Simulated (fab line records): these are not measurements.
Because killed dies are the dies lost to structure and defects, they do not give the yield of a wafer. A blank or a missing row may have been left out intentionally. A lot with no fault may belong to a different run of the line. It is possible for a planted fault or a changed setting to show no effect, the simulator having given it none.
Matching of chambers || flow n5Finfet || rieDiel-02 running N5_BEOL_M9_DESCUM_16: 4 sister chambers
The step chemistry O2, time 7.9 s. 4 wafers are shown with their chamber, then 12 later ones without.

EACH WAFER AND ITS CHAMBER
{"wafer": "L088.2", "chamber": 3, "showerheadPlenumPTorr (Torr)": 2.01}
{"wafer": "L088.4", "chamber": 2, "showerheadPlenumPTorr (Torr)": 2.17}
{"wafer": "L088.5", "chamber": 1, "showerheadPlenumPTorr (Torr)": 2.12}
{"wafer": "L088.6", "chamber": 0, "showerheadPlenumPTorr (Torr)": 2.04}

WAFERS WHOSE CHAMBER IS MISSING
{"wafer": "L092.1", "showerheadPlenumPTorr (Torr)": 2.00}
{"wafer": "L092.2", "showerheadPlenumPTorr (Torr)": 2.17}
{"wafer": "L092.6", "showerheadPlenumPTorr (Torr)": 2.04}
{"wafer": "L091.1", "showerheadPlenumPTorr (Torr)": 2.04}
{"wafer": "L091.3", "showerheadPlenumPTorr (Torr)": 2.00}
{"wafer": "L091.6", "showerheadPlenumPTorr (Torr)": 2.17}
{"wafer": "L094.1", "showerheadPlenumPTorr (Torr)": 2.04}
{"wafer": "L094.2", "showerheadPlenumPTorr (Torr)": 2.17}
{"wafer": "L094.3", "showerheadPlenumPTorr (Torr)": 2.00}
{"wafer": "L095.4", "showerheadPlenumPTorr (Torr)": 2.17}
{"wafer": "L095.5", "showerheadPlenumPTorr (Torr)": 2.04}
{"wafer": "L095.6", "showerheadPlenumPTorr (Torr)": 2.12}

WHICH CHAMBER EACH WENT THROUGH
{"wafer": "L092.1", "from the rows above": 3, "in truth": 3}
{"wafer": "L092.2", "from the rows above": 2, "in truth": 2}
{"wafer": "L092.6", "from the rows above": 0, "in truth": 0}
{"wafer": "L091.1", "from the rows above": 0, "in truth": 0}
{"wafer": "L091.3", "from the rows above": 3, "in truth": 3}
{"wafer": "L091.6", "from the rows above": 2, "in truth": 2}
{"wafer": "L094.1", "from the rows above": 0, "in truth": 0}
{"wafer": "L094.2", "from the rows above": 2, "in truth": 2}
{"wafer": "L094.3", "from the rows above": 3, "in truth": 3}
{"wafer": "L095.4", "from the rows above": 2, "in truth": 2}
{"wafer": "L095.5", "from the rows above": 0, "in truth": 0}
{"wafer": "L095.6", "from the rows above": 1, "in truth": 1}
Correctly placed: 12 of 12. Not placeable from these rows: 0. Wrongly placed: 0.
How it was worked out, from the rows above alone: a wafer's distance from a chamber is the root of the sum, over the readings, of the square of ((its reading less the chamber's mean) divided by the reading's scatter). The wafer belongs to the nearest chamber; if the next one is less than 2 further off, it can't be placed. Each chamber's mean is taken over the wafers shown for it. The scatter: root of mean squared gap, hidden wafer to nearest shown wafer, with one shown wafer a chamber.
